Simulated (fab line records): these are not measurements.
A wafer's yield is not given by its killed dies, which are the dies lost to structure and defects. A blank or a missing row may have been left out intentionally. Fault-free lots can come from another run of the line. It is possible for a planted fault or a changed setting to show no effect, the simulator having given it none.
Chamber matching	flow n5 finfet	N5_BEOL_M5_ILD_DEP_00 on pecvd-04 has 3 sister chambers
The step deposits SiCOH lowk from DEMS/porogen, target thk 140.64 nm, time 25.9 s. 6 wafers are shown with their chamber, then 7 later ones without.

== WAFERS WITH THEIR CHAMBER ==
wafer	chamber	throttle valve pct (%)	heater power w (W)
L079.2	1	15.3	282
L085.1	2	12.8	305
L085.2	0	13.7	384
L085.3	1	15.7	288
L089.2	2	12.9	322
L089.4	0	13.8	380

== WAFERS MISSING THEIR CHAMBER ==
wafer	throttle valve pct (%)	heater power w (W)
L089.6	13.0	323
L087.2	13.1	274
L087.3	15.7	321
L087.5	13.4	391
L093.1	13.1	278
L093.5	15.5	326
L093.6	12.7	281

== WHICH CHAMBER EACH ONE RAN IN ==
wafer	from the rows above	in truth
L089.6	2	2
L087.2	2	2
L087.3	1	1
L087.5	0	0
L093.1	2	2
L093.5	1	1
L093.6	2	2
7 of 7 placed correctly. From these rows, 0 cannot be placed. Number placed wrongly: 0.
How it was worked out, from the rows above alone: a wafer's distance from a chamber is the root of the sum, over the readings, of the square of ((its reading less the chamber's mean) divided by the reading's scatter). The wafer belongs to the nearest chamber; if the next one is less than 2 further off, it can't be placed. For every chamber, the mean is computed from those of its wafers that are shown. The scatter: the root of (the sum of the squares of (reading less its chamber's mean) over the shown wafers, divided by (wafers less chambers)).
